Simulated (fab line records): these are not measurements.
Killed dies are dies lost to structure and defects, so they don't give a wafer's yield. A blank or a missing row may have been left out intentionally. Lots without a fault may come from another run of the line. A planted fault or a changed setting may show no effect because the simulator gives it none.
The tool behind it: which one?    flow n5_finfet    72 wafers from 24 lots sampled at 3 of the route's 1938 steps

== WHAT EACH GAUGE READ, for each wafer ==
N5_BEOL_M15_CD_MEAS_10: the cd target is 360 nm.
lot   measured      on         cd_nm (nm)
L076  day 11 04:55  cd_sem-02  362.6 359.5 360.2
L074  day 11 08:22  cd_sem-02  359.9 360.3 361.4
L077  day 11 20:22  cd_sem-02  360.3 359.9 359.1
L075  day 11 20:23  cd_sem-01  360.2 360.0 360.5
L078  day 11 20:34  cd_sem-03  358.7 359.8 361.0
L079  day 12 12:15  cd_sem-03  360.8 361.5 361.2
L080  day 12 18:49  cd_sem-01  362.7 361.3 361.0
L082  day 13 06:38  cd_sem-01  358.8 360.5 357.6
L081  day 13 09:20  cd_sem-01  360.9 361.0 362.8
L084  day 13 21:48  cd_sem-01  359.2 358.8 359.4
L083  day 13 22:53  cd_sem-02  358.5 359.9 359.5
L086  day 14 06:20  cd_sem-02  363.1 361.2 361.0
L085  day 14 10:48  cd_sem-01  361.8 362.1 361.5
L088  day 14 15:20  cd_sem-03  359.6 360.6 361.4
L087  day 14 16:02  cd_sem-03  360.0 362.0 361.8
L089  day 15 07:08  cd_sem-02  359.3 357.9 359.0
L090  day 15 20:25  cd_sem-02  360.0 360.0 358.6
L091  day 15 20:41  cd_sem-02  364.1 363.9 364.9
L092  day 16 02:59  cd_sem-01  361.3 364.0 361.7
L093  day 16 14:46  cd_sem-03  359.2 359.7 360.8
L096  day 16 20:16  cd_sem-02  359.4 360.5 362.5
L094  day 17 00:58  cd_sem-02  357.4 358.4 358.9
L095  day 17 01:47  cd_sem-02  360.3 358.3 361.9
L097  day 17 17:00  cd_sem-01  361.4 358.9 361.3

== WHAT TOOL EACH LOT RAN ON (gives the tool, then ch and the chambers of the sampled wafers, and finally the start) ==
lot   N5_BEOL_M14_DESCUM_33               N5_BEOL_M14_SPUTTER_45
L076  rie_diel-06 ch 1,2, day 10 22:35    pvd_sputter-02, day 11 03:09
L074  rie_diel-03 ch 1,2, day 11 02:46    pvd_sputter-01, day 11 06:35
L077  rie_diel-03 ch 0,3, day 11 11:31    pvd_sputter-01, day 11 18:09
L075  rie_diel-06 ch 0,1,3, day 11 11:57  pvd_sputter-01, day 11 18:35
L078  rie_diel-03 ch 0,1, day 11 16:07    pvd_sputter-03, day 11 18:56
L079  rie_diel-06 ch 0,1,3, day 12 06:01  pvd_sputter-02, day 12 10:36
L080  rie_diel-01 ch 1,2,3, day 12 15:11  pvd_sputter-03, day 12 17:10
L082  rie_diel-03 ch 2,3, day 13 01:07    pvd_sputter-02, day 13 04:53
L081  rie_diel-03 ch 0,1,2, day 13 05:22  pvd_sputter-03, day 13 07:34
L084  rie_diel-03 ch 1,3, day 13 16:04    pvd_sputter-02, day 13 20:02
L083  rie_diel-06 ch 2,3, day 13 18:31    pvd_sputter-02, day 13 20:56
L086  rie_diel-01 ch 1,2, day 14 00:06    pvd_sputter-02, day 14 04:14
L085  rie_diel-03 ch 1,2,3, day 14 07:03  pvd_sputter-01, day 14 09:02
L088  rie_diel-01 ch 0,1,2, day 14 09:50  pvd_sputter-01, day 14 13:41
L087  rie_diel-01 ch 1,3, day 14 10:59    pvd_sputter-03, day 14 14:02
L089  rie_diel-01 ch 0,1,3, day 15 00:53  pvd_sputter-01, day 15 05:30
L090  rie_diel-01 ch 1,2, day 15 16:42    pvd_sputter-01, day 15 18:46
L091  rie_diel-06 ch 0,1,2, day 15 16:57  pvd_sputter-02, day 15 18:47
L092  rie_diel-06 ch 2,3, day 15 20:52    pvd_sputter-02, day 16 01:07
L093  rie_diel-03 ch 1,2, day 16 09:04    pvd_sputter-01, day 16 13:00
L096  rie_diel-06 ch 0,2,3, day 16 15:04  pvd_sputter-03, day 16 18:20
L094  rie_diel-03 ch 1,3, day 16 19:35    pvd_sputter-01, day 16 23:10
L095  rie_diel-01 ch 1,2,3, day 16 22:14  pvd_sputter-03, day 16 23:44
L097  rie_diel-03 ch 0,1,3, day 17 12:59  pvd_sputter-02, day 17 15:10
- N5_BEOL_M14_DESCUM_33: chemistry O2, time 7.9 s.
- N5_BEOL_M14_SPUTTER_45: material Cu, target thk 100 nm, time 16.67 s.

== AS READ BY THE TOOLS THEMSELVES (means over the sampled wafers that have a number; for cases with no such wafer, the mark the record gives instead) ==
N5_BEOL_M14_DESCUM_33.
lot   tool         drypump_motor_current_A (A)  o2_flow_sccm (sccm)  oes_product_au (a.u.)  rf_vpp_V (V)  showerhead_plenum_p_Torr (Torr)  throttle_valve_pct (%)
L076  rie_diel-06  5.7                          224.7                0.91                   244.1         2.17                             20.27
L074  rie_diel-03  5.8                          225.1                0.84                   243.3         2.06                             20.43
L077  rie_diel-03  5.8                          224.5                0.89                   242.8         2.10                             20.35
L075  rie_diel-06  5.6                          225.0                0.78                   244.8         2.15                             20.48
L078  rie_diel-03  5.9                          224.9                0.87                   243.8         2.10                             20.49
L079  rie_diel-06  5.7                          225.1                0.78                   243.7         2.15                             20.48
L080  rie_diel-01  5.7                          225.2                0.89                   242.8         2.06                             20.18
L082  rie_diel-03  5.5                          225.2                0.85                   243.0         2.09                             20.32
L081  rie_diel-03  5.7                          224.8                0.83                   242.8         2.09                             20.48
L084  rie_diel-03  5.8                          225.4                0.86                   241.5         2.03                             20.20
L083  rie_diel-06  5.6                          225.5                0.83                   243.3         2.11                             20.46
L086  rie_diel-01  5.7                          225.4                0.87                   242.0         2.06                             20.19
L085  rie_diel-03  5.7                          225.2                0.82                   241.6         2.05                             20.34
L088  rie_diel-01  6.1                          225.2                0.85                   242.8         2.09                             20.21
L087  rie_diel-01  6.1                          224.8                0.84                   244.2         2.08                             20.13
L089  rie_diel-01  6.2                          224.9                0.86                   243.6         2.09                             20.23
L090  rie_diel-01  5.7                          224.7                0.84                   242.6         2.05                             20.20
L091  rie_diel-06  5.5                          224.7                0.80                   243.7         2.16                             20.35
L092  rie_diel-06  5.6                          224.9                0.82                   243.0         2.10                             20.49
L093  rie_diel-03  5.8                          224.4                0.79                   243.0         2.05                             20.49
L096  rie_diel-06  5.4                          225.9                0.76                   243.5         2.10                             20.51
L094  rie_diel-03  5.8                          224.2                0.82                   242.2         2.03                             20.25
L095  rie_diel-01  5.7                          225.2                0.85                   242.7         2.05                             20.23
L097  rie_diel-03  5.9                          225.2                0.80                   242.7         2.05                             20.40

N5_BEOL_M14_SPUTTER_45.
lot   tool            susceptor_temp_C (C)  throttle_valve_pct (%)
L076  pvd_sputter-02  -19.99                28.9
L074  pvd_sputter-01  -19.93                30.2
L077  pvd_sputter-01  -20.01                29.7
L075  pvd_sputter-01  -20.05                30.0
L078  pvd_sputter-03  -19.84                30.1
L079  pvd_sputter-02  -20.08                29.1
L080  pvd_sputter-03  -20.04                29.6
L082  pvd_sputter-02  -20.01                29.0
L081  pvd_sputter-03  -20.03                29.9
L084  pvd_sputter-02  -20.01                29.1
L083  pvd_sputter-02  -20.02                29.1
L086  pvd_sputter-02  -19.90                29.2
L085  pvd_sputter-01  -19.98                29.9
L088  pvd_sputter-01  -19.85                31.0
L087  pvd_sputter-03  -20.02                31.1
L089  pvd_sputter-01  -20.05                30.6
L090  pvd_sputter-01  -20.04                30.2
L091  pvd_sputter-02  -19.96                29.1
L092  pvd_sputter-02  -20.00                29.1
L093  pvd_sputter-01  -20.01                30.7
L096  pvd_sputter-03  -19.97                30.7
L094  pvd_sputter-01  -20.10                30.6
L095  pvd_sputter-03  -19.93                30.7
L097  pvd_sputter-02  -19.94                29.3

== THE ANSWER, worked out from the rows above alone ==
Rule: the usual values come from the lots themselves. The widest of any qualifying gaps counts: lots, ordered by their means at a reading, are off when they make up no more than a third of the lots, leave a main group of 4 or more, and stand apart from it by 3 or more times the standard deviation of that group's means. If all means in a main group match to the digits the tables above print for the reading, that group is not used. Also off: a lot with no number at a reading for which 4 or more lots have one. The other lots that the step has rows for count as sound. Order of review: gauges by route order, followed by the tools' own readings, for which a lot's mean as printed above is used. The first step at which some lot is off is used, and at that step the reading that is off furthest; a lot without a number counts as furthest.
No lot is off at any reading shown: from this, nothing can be told.

== WHAT THE SIMULATOR HAD PUT IN ==
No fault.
